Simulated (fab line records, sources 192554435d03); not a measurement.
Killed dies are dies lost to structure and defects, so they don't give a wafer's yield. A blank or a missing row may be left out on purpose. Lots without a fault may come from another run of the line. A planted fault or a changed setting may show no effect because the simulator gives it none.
Split-lot experiment | flow n5_finfet | 7 lots, 21 wafers read, on a route of 1938 steps

THE SPLIT
At N5_HKMG_FIN_COAT_43 (resist thk 90 nm), the setting spin_rpm was moved away from the recipe's 1500 rpm on 8 of the 21 wafers read, by -10.8% to +9.9%. The other wafers ran this setting at the recipe's value.

FROM THE SPLIT TO THE READING: what the file shows between them, 4 steps
- N5_HKMG_FIN_EBR_45
- N5_HKMG_FIN_SOFTBAKE_44: time 60 s
- N5_HKMG_FIN_EXPOSE_46: exposes mask NDIPOLE
- N5_HKMG_FIN_PEB_47: peb time 60 s

THE READING
CAR-ArF_of_HKMG_FIN_COAT_43.thk_nm (the simulator's own value, which no gauge read), in nm, at N5_HKMG_FIN_DEVELOP_48 (develop time 30 s). The file gives no usual value for it. The 13 wafers here that ran the recipe average 88.3 nm, standard deviation 0.32 nm.

wafer  | tool, chamber at the split | spin_rpm as run, rpm | against the recipe | CAR-ArF_of_HKMG_FIN_COAT_43.thk_nm, nm | against lot-mates on the recipe
L078.3 | litho_track-01, 0          | 1500                 | recipe             | 88.6                                   | -
L078.5 | litho_track-01, 0          | 1500                 | recipe             | 88.6                                   | -
L078.6 | litho_track-01, 0          | 1500                 | recipe             | 88.4                                   | -
L079.1 | litho_track-05, 0          | 1382                 | -7.9%              | 91.4                                   | no lot-mate on the recipe
L079.2 | litho_track-05, 0          | 1382                 | -7.9%              | 91.4                                   | no lot-mate on the recipe
L079.3 | litho_track-05, 0          | 1382                 | -7.9%              | 91.6                                   | no lot-mate on the recipe
L084.2 | litho_track-05, 0          | 1500                 | recipe             | 87.8                                   | -
L084.3 | litho_track-05, 0          | 1648                 | +9.9%              | 83.8                                   | -4.0
L084.4 | litho_track-05, 0          | 1648                 | +9.9%              | 83.8                                   | -4.0
L086.1 | litho_track-02, 0          | 1551                 | +3.4%              | 86.8                                   | -1.4
L086.5 | litho_track-02, 0          | 1500                 | recipe             | 88                                     | -
L086.6 | litho_track-02, 0          | 1500                 | recipe             | 88.4                                   | -
L089.2 | litho_track-05, 0          | 1500                 | recipe             | 88                                     | -
L089.5 | litho_track-05, 0          | 1500                 | recipe             | 88                                     | -
L089.6 | litho_track-05, 0          | 1500                 | recipe             | 88                                     | -
L092.2 | litho_track-02, 0          | 1500                 | recipe             | 88.8                                   | -
L092.3 | litho_track-02, 0          | 1338                 | -10.8%             | 93.8                                   | +5.1
L092.6 | litho_track-02, 0          | 1500                 | recipe             | 88.6                                   | -
L094.2 | litho_track-02, 0          | 1500                 | recipe             | 88.6                                   | -
L094.5 | litho_track-02, 0          | 1500                 | recipe             | 88.6                                   | -
L094.6 | litho_track-02, 0          | 1410                 | -6.0%              | 91.6                                   | +3.0

THE FIT
A straight line over all 21 wafers: CAR-ArF_of_HKMG_FIN_COAT_43.thk_nm changes by -0.454 nm for each +1% of spin_rpm; r = -0.99; the points scatter about the line by 0.36 nm.
The same after taking each lot's own level away (the mean of its wafers on the recipe; 18 wafers): -0.438 nm for each +1%; r = -1.00; scatter 0.18 nm.
On that fit, the largest move of spin_rpm shifts the reading by 4.7 nm.
The lots' own levels span 87.80 to 88.70 nm, that is 2.8 times the standard deviation above.
So the lot-to-lot level changes the slope little: the two slopes agree.
Check: with one of the wafers moved furthest among these (-10.8%) left out of the fit, the line predicts +4.62 nm for it against its lot-mates. It came out at +5.1 nm against them.

OTHER SPLITS ON THESE WAFERS
These wafers also went through other splits before the reading. Each is held against what the fit with the lots' levels taken away leaves over:
other split on the same wafers   | wafers away from the commonest value | r with CAR-ArF_of_HKMG_FIN_COAT_43.thk_nm (lot level and that fit taken away)
N5_SD_EPI_P_PEB_07 peb_time_s    | 5                                    | -0.08
N5_HKMG_FIN_HK_ALD_01 ald_cycles | 8                                    | -0.24

THE WHOLE CHAIN: every reading that the file lists as answering this split, in the file's order
step                   | what it does      | reading                                                                             | change (the file's fit)               | r (the file's)
N5_HKMG_FIN_COAT_43    | resist thk 90 nm  | CAR-ArF_of_HKMG_FIN_COAT_43.thk_nm (the simulator's own value, which no gauge read) | -0.444 nm for each +1% of the setting | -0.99
N5_HKMG_FIN_DEVELOP_48 | develop time 30 s | CAR-ArF_of_HKMG_FIN_COAT_43.thk_nm (the simulator's own value, which no gauge read) | -0.449 nm for each +1% of the setting | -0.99

THE FILE'S OWN FIT
CAR-ArF_of_HKMG_FIN_COAT_43.thk_nm changes by -0.449 nm for each +1% of spin_rpm, r = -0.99.
